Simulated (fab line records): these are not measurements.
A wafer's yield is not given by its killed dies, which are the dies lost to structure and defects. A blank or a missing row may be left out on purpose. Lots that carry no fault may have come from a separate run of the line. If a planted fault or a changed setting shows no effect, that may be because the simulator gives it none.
Chamber matching -- flow n5Finfet -- 4 sister chambers for N5_GATE_CUT_ETCH_19 on rieDiel-06
The step etches SiNx in CH3F/O2, target depth 53.7 nm, time 76.7 s. 20 wafers are shown with their chamber, then 10 later ones without.

== WAFERS, EACH WITH ITS CHAMBER ==
wafer,chamber,drypumpMotorCurrentA (A),throttleValvePct (%),rfVppV (V)
L076.1,0,5.55,15.94,300
L076.2,2,5.34,16.71,298
L076.6,0,5.58,15.93,300
L081.1,0,5.55,15.96,300
L081.4,1,5.64,16.19,288
L081.6,3,5.85,16.15,299
L087.3,2,5.35,16.74,299
L087.4,1,5.62,16.19,289
L087.6,3,5.88,16.18,299
L088.1,1,5.63,16.20,289
L088.3,0,5.56,15.97,299
L088.4,1,5.63,16.21,290
L090.1,1,5.64,16.20,288
L090.2,3,5.87,16.18,298
L090.4,0,5.55,15.95,300
L093.1,0,5.56,15.98,302
L093.2,1,5.65,16.21,288
L093.5,3,5.87,16.20,300
L094.1,0,5.58,15.98,300
L094.3,1,5.62,16.21,289

SIGNATURES (averages over the wafers above)
reading,chamber 0,chamber 1,chamber 2,chamber 3,scatter within a chamber
drypumpMotorCurrentA,5.5614,5.6329,5.3450,5.8675,0.0121
throttleValvePct,15.9586,16.2014,16.7250,16.1775,0.0168
rfVppV,300.14,288.71,298.50,299.00,0.821
Rule: a wafer's distance from a chamber is the root of the sum, over the readings, of the square of ((its reading less the chamber's mean) divided by the reading's scatter). If the next closest chamber is less than 2 further off than the closest, the wafer can't be placed; otherwise it belongs to the closest. How the scatter is found: for the shown wafers, subtract from each reading the mean of its chamber, square and add these, divide the total by (wafers less chambers), then take the root.

== WAFERS MISSING THEIR CHAMBER ==
wafer,drypumpMotorCurrentA (A),throttleValvePct (%),rfVppV (V)
L094.5,5.57,15.99,299
L095.4,5.34,16.22,303
L095.5,5.32,16.20,304
L095.6,5.62,16.23,289
L096.3,5.66,16.23,289
L096.5,5.67,16.22,289
L096.6,5.56,15.99,300
L097.2,5.58,15.99,300
L097.3,5.88,16.21,299
L097.5,5.84,16.19,299

== WHICH CHAMBER EACH ONE RAN IN ==
wafer,from the rows above,in truth
L094.5,0,0
L095.4,0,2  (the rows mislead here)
L095.5,0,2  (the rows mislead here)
L095.6,1,1
L096.3,1,1
L096.5,1,1
L096.6,0,0
L097.2,0,0
L097.3,3,3
L097.5,3,3
Correctly placed: 8 of 10. Left unplaced by these rows: 0. 2 placed wrongly.
